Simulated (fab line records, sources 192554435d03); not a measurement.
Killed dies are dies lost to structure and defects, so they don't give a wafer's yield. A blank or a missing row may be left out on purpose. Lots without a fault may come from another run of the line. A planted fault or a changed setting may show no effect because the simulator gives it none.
One fault seen from 2 desks | flow n5_finfet | each desk has only its own numbers; what lay behind them comes last

THE TOOL OWNER'S DESK: litho_track-02
The tool's own readings at N5_BEOL_M2_COAT_62 (time 60 s, resist thk 12 nm): means of the sampled wafers that have a number, for each lot that ran on this tool. A lot is out of limits, marked OUT, if its mean lies more than 4 standard deviations from the usual mean; the brackets give that distance.
Columns: A = exhaust_pa at N5_BEOL_M2_COAT_62, usual 44.9 Pa; B = plate_temp_C at N5_BEOL_M2_COAT_62, usual 219.99 C; C = spin_speed_rpm at N5_BEOL_M2_COAT_62, usual 1499.9 rpm
lot  | first seen here | A    | B      | C
L543 | day 7 22:42     | 44.3 | 219.98 | 1500.1
L546 | day 8 03:30     | 45.7 | 220.02 | 1499.8
L548 | day 8 07:21     | 45.6 | 220.06 | 1499.7
L555 | day 10 12:14    | 44.5 | 220.01 | 1634.7 (+99 or more) OUT
L557 | day 10 19:47    | 44.9 | 219.97 | 1633.3 (+99 or more) OUT
This desk's finding: out of limits on L555, L557; first on L555, day 10 12:14 (spin_speed_rpm at N5_BEOL_M2_COAT_62). In limits: L543, L546, L548.

THE METROLOGY DESK
What the gauges read, lot by lot, whatever tool the lot ran on: means of the sampled wafers that have a number. A lot is out of limits, marked OUT, if its mean lies more than 4 standard deviations from the usual mean; the brackets give that distance. Of its 10 readings 7 are shown: those that lie furthest out on some lot.
Columns: A = DIBL_N at N5_BEOL_M4_RC_MEAS_101, usual 36.6 mV/V; B = DIBL_P at N5_BEOL_M4_RC_MEAS_101, usual 36.5 mV/V; C = IOFF_N at N5_BEOL_M4_RC_MEAS_101, usual 0.17 nA/um; D = IOFF_P at N5_BEOL_M4_RC_MEAS_101, usual 0.22 nA/um; E = SS_P at N5_BEOL_M4_RC_MEAS_101, usual 73.4 mV/dec; F = VT_N at N5_BEOL_M4_RC_MEAS_101, usual 249 mV; G = VT_P at N5_BEOL_M4_RC_MEAS_101, usual -250 mV
lot  | first seen here | A    | B    | C    | D    | E    | F   | G
L543 | day 9 02:56     | 38.8 | 37.3 | 0.20 | 0.23 | 74.1 | 248 | -251
L544 | day 9 08:06     | 35.5 | 34.4 | 0.17 | 0.25 | 73.0 | 249 | -245
L548 | day 9 17:14     | 33.4 | 34.6 | 0.11 | 0.17 | 72.9 | 255 | -253
L546 | day 9 23:44     | 38.5 | 39.4 | 0.23 | 0.28 | 74.3 | 245 | -246
L555 | day 11 13:39    | 36.9 | 37.1 | 0.18 | 0.22 | 73.8 | 247 | -249
L557 | day 12 10:00    | 37.3 | 38.1 | 0.17 | 0.22 | 73.3 | 248 | -249
L558 | day 12 11:46    | 36.9 | 36.7 | 0.20 | 0.21 | 73.7 | 245 | -250
L560 | day 12 18:49    | 37.0 | 37.5 | 0.18 | 0.24 | 73.3 | 246 | -247
L562 | day 14 02:22    | 38.1 | 39.9 | 0.21 | 0.28 | 74.5 | 246 | -249
L564 | day 14 08:18    | 37.1 | 35.0 | 0.16 | 0.19 | 73.5 | 249 | -252
L563 | day 15 04:58    | 34.3 | 32.5 | 0.11 | 0.14 | 72.2 | 256 | -255
This desk's finding: nothing out of limits on any of the 11 lots.

PUT TOGETHER
The tool owner's desk could have raised an alarm at day 10 12:14, on L555, L557.
The metrology desk saw nothing out of limits.
The metrology desk has L555, L557 on record, within its limits.
Of the lots named, all ran N5_BEOL_M2_COAT_62 on litho_track-02.

WHAT THE SIMULATOR HAD PUT IN
Process parameter drift: litho_track-02, from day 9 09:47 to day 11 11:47, at N5_BEOL_M2_COAT_62. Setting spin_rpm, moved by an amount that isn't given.
Lots struck among those shown: L555, L557.
Hours from the fault's start to each desk's first reading out of limits: the tool owner's desk, 26.
